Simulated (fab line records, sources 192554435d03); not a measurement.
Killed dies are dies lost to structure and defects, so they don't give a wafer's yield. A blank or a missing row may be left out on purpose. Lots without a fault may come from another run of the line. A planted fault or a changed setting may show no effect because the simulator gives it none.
Problem report in the 8D (eight disciplines) form, filled by code | flow n5_finfet | the parts of the form that need people (team, actions taken, sign-off) are left out

1. THE PROBLEM
susceptor_temp_C at N5_BEOL_M5_PECVD_70 reads a mean of 407.21 C on 6 wafers of 2 lots; wafers without a fault read 399.99 C with a standard deviation of 0.21. That is +34 standard deviations from the usual mean.
The step: deposits SiO2 from TEOS/O2, target thk 16 nm, time 18 s.
First seen on wafer L397.2, day 13 00:52, on pecvd-02. The record holds 11 wafers of 4 lots with a number at this step. Rule for "out", or "out of limits": more than 4 standard deviations from the usual mean. The other wafers with a number count as sound.

2. WHAT IT IS AND WHAT IT IS NOT
question                    | is                     | is not
which readings at this step | susceptor_temp_C       | heater_power_outer_w, heater_power_w, showerhead_plenum_p_Torr, throttle_valve_pct
which lots                  | L397, L398             | L387, L391
which wafers of those lots  | all that have a number | -
read on which tools         | pecvd-02               | pecvd-04
when                        | from day 13 00:52      | up to then (5 sound wafers)

3. SUSPECTS, AND WHAT RULES EACH OUT
Counting: a tool at a process step up to the reading stays a suspect if it ran every lot that is out and no sound lot after the first of them.
- pecvd-02 at N5_BEOL_M5_PECVD_70 (deposits SiO2 from TEOS/O2, target thk 16 nm, time 18 s): kept. It ran every lot that is out, first L397 (day 13 00:52), and no sound lot after that; its last sound lot up to then is L391 (day 11 05:49). Its own readings are out on those wafers: susceptor_temp_C.
Left after counting: pecvd-02 at N5_BEOL_M5_PECVD_70.

4. THE CAUSE (what the simulator had put in)
Process parameter drift: pecvd-02, from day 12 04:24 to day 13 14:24, at N5_BEOL_M5_PECVD_70. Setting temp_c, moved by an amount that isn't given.
Counting left only this tool.

5. THE CHAIN OF EFFECTS, in route order
Each row: a reading whose mean over the struck wafers that have a number lies more than 3 standard deviations from the usual. Only readings for which the record gives a usual standard deviation are gone through. hours: the time from each lot's start at the first step in this table that gives one to its start at this step, as a median over the lots. sigmas: the change in usual standard deviations.
hours | step                | reading          | usual    | on struck wafers | change | sigmas
0     | N5_BEOL_M5_PECVD_70 | susceptor_temp_C | 399.99 C | 407.21           | +7.22  | +34
The process steps in it:
- N5_BEOL_M5_PECVD_70: deposits SiO2 from TEOS/O2, target thk 16 nm, time 18 s.

6. WHAT WOULD HAVE CAUGHT IT SOONER
In this record the first reading out of limits was taken at day 13 00:52, 20 hours after the fault began at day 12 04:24.
